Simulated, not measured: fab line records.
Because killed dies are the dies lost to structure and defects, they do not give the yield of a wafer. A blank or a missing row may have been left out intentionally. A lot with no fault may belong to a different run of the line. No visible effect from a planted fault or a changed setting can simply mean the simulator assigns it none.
A struck lot beside a sound one | flow nand-harc | 36 steps out of a route of 1159
Sound: the wafers L607.2, L607.4, L607.6. Struck: wafers L604.4, L604.5, L604.6. Last of all comes the cause.
Order at every step that has rows: each side's tool, ch and its chambers, its first start. Under that, the readings that differ: sound wafers | struck wafers | difference of the means | sigmas: that difference in standard deviations of wafers without a fault.
alike: same words and numbers on both sides, and readings whose means sit less than 2 such deviations apart. not compared: any withheld reading, any reading some wafer has no value for, any bound like >300 that may hide the same value, and any number with overlapping values for which the record gives no deviation.
A row with sigmas, a row that says differs or no value, or rows on one side alone: a step with any of these is where the two part. When numbers do not overlap yet have no deviation, they are printed without sigmas and do not part them. A reading that every wafer of one side lacks parts them only if that side has two wafers or more.

first, 6 steps without rows for these wafers: NHARC_A_WL_FILL_STRIP_27 (strips in N2/H2, time 20 s); NHARC_A_WL_FILL_STRIP_28 (strips in post etch residue remover, time 1200 s); NHARC_A_WL_FILL_PRECLEAN_06 (cleans in DIW, time 300 s); NHARC_A_WL_FILL_SRD_07; NHARC_A_WL_FILL_ANNEAL_08 (time 1800 s); NHARC_A_WL_FILL_ALD_10 (deposits SiO2, target thk 50 nm, pulse time 10 s, ald cycles 500).
NHARC_A_WL_FILL_ETCHBACK_16: etches the open film in C4F8/O2/Ar, target depth 88 nm, time 17.6 s.
  sound: rie-diel-09 ch 0,1,2; struck: rie-diel-09 ch 0,1,2
  alike: oes-product-au, rf-vpp-V
  not compared: rf-hours-counter-h
NHARC_A_WL_FILL_STRIP_29: strips in O2, time 20 s.
  sound on rie-diel-09 ch 0,2, day 17 09:46; struck on rie-diel-09 ch 1,2, day 17 04:32
  alike: drypump-motor-current-A, oes-product-au, rf-vpp-V, showerhead-plenum-p-Torr, throttle-valve-pct
  not compared: rf-hours-counter-h
then, 3 steps without rows for these wafers: NHARC_A_WL_FILL_ETCHBACK_17 (etches the open film in Cl2/BCl3, target depth 4 nm, time 26.7 s); NHARC_A_WL_FILL_PRECLEAN_18 (cleans in dHF, time 30 s); NHARC_A_WL_FILL_SRD_21.
NHARC_A_WL_FILL_CVD_23: deposits poly-Si, target thk 40 nm, time 800 s.
  sound on lpcvd-poly-03 ch 0, day 17 12:29; struck on lpcvd-poly-04 ch 0, day 17 07:02
then, 5 steps without rows for these wafers: NHARC_A_WL_FILL_ETCHBACK_26 (etches the open film in HBr, target depth 52 nm, time 13.3 s); NHARC_A_WL_FILL_PRECLEAN_30 (cleans in dHF, time 10 s); NHARC_A_WL_FILL_SRD_14; NHARC_A_WL_FILL_ALD_19 (deposits TiN, target thk 2 nm, pulse time 3 s, ald cycles 100); NHARC_A_WL_FILL_CVD_20 (deposits W, target thk 75 nm, time 5064 s).
NHARC_A_WL_FILL_CMP_12: polishes, t overpolish 30 s, target thk 75 nm.
  sound on cmp-04 ch 1,3, day 17 22:49; struck on cmp-02 ch 0,1,2, day 17 18:07
  alike: motor-current-A, overpolish-run-s, slurry-filter-dp-kPa, time-to-endpoint-s
following that, these wafers have no rows for 1 step: NHARC_A_WL_FILL_SRD_31.
NHARC_A_CONTACT_DEP_24: deposits SiO2, target thk 500 nm.
  sound on pecvd-03 ch 1,2, day 17 23:28; struck on pecvd-02 ch 0,1,2, day 17 19:16
  alike: heater-power-w, showerhead-vpp-V, throttle-valve-pct
then, 12 steps without rows for these wafers: NHARC_A_CONTACT_DEP_28 (deposits aC, target thk 3600 nm); NHARC_A_CONTACT_DEP_29 (deposits SiON, target thk 70 nm); NHARC_A_CONTACT_DEHYDRATE_32 (time 120 s); NHARC_A_CONTACT_HMDS_33 (time 30 s); NHARC_A_CONTACT_COAT_34 (time 75 s); NHARC_A_CONTACT_COAT_35 (time 65 s); NHARC_A_CONTACT_COAT_36 (resist thk 90 nm); NHARC_A_CONTACT_SOFTBAKE_37 (time 55 s); NHARC_A_CONTACT_EBR_38; NHARC_A_CONTACT_EXPOSE_39 (exposes mask A CC 3); NHARC_A_CONTACT_PEB_40 (peb time 65 s); NHARC_A_CONTACT_DEVELOP_41 (develop time 35 s).
NHARC_A_CONTACT_CD_MEAS_42: the cd target is 200 nm.
  sound on cd-sem-01 ch 0, day 18 05:23; struck on cd-sem-03 ch 0, day 17 23:22
  alike: cd-nm
NHARC_A_CONTACT_OVL_MEAS_43:
  sound: overlay-02 at day 18 05:29; struck: overlay-02 at day 17 23:26
  alike: overlay-x-nm, overlay-y-nm
NHARC_A_CONTACT_DESCUM_47: chemistry O2, time 3 s.
  sound on rie-diel-03 ch 0,2,3, day 18 05:35; struck on rie-diel-03 ch 0,2,3, day 17 23:33
  alike: drypump-motor-current-A, oes-product-au, rf-vpp-V, showerhead-plenum-p-Torr, throttle-valve-pct
  not compared: rf-hours-counter-h
-- jump in the record: it breaks off in module A_CONTACT and resumes in module END (first step shown: number 1159 of the route), and 3 days separate the struck wafers' starts before and after --
NHARC_END_SORT_01:
  sound on prober-02 ch 0, day 21 17:53; struck on prober-02 ch 0, day 21 03:52
  reading         | sound    | struck    | difference | sigmas
  killed-at-array | 33 41 43 | 99 88 93  | +54        | +5
  killed-dies     | 37 42 45 | 103 96 96 | +57        | +5
  alike: killed-at-other, killed-at-periphery, killed-open, killed-short

WHERE THEY PART
NHARC_END_SORT_01 only, going by this record.

WHY: the cause the simulator had injected
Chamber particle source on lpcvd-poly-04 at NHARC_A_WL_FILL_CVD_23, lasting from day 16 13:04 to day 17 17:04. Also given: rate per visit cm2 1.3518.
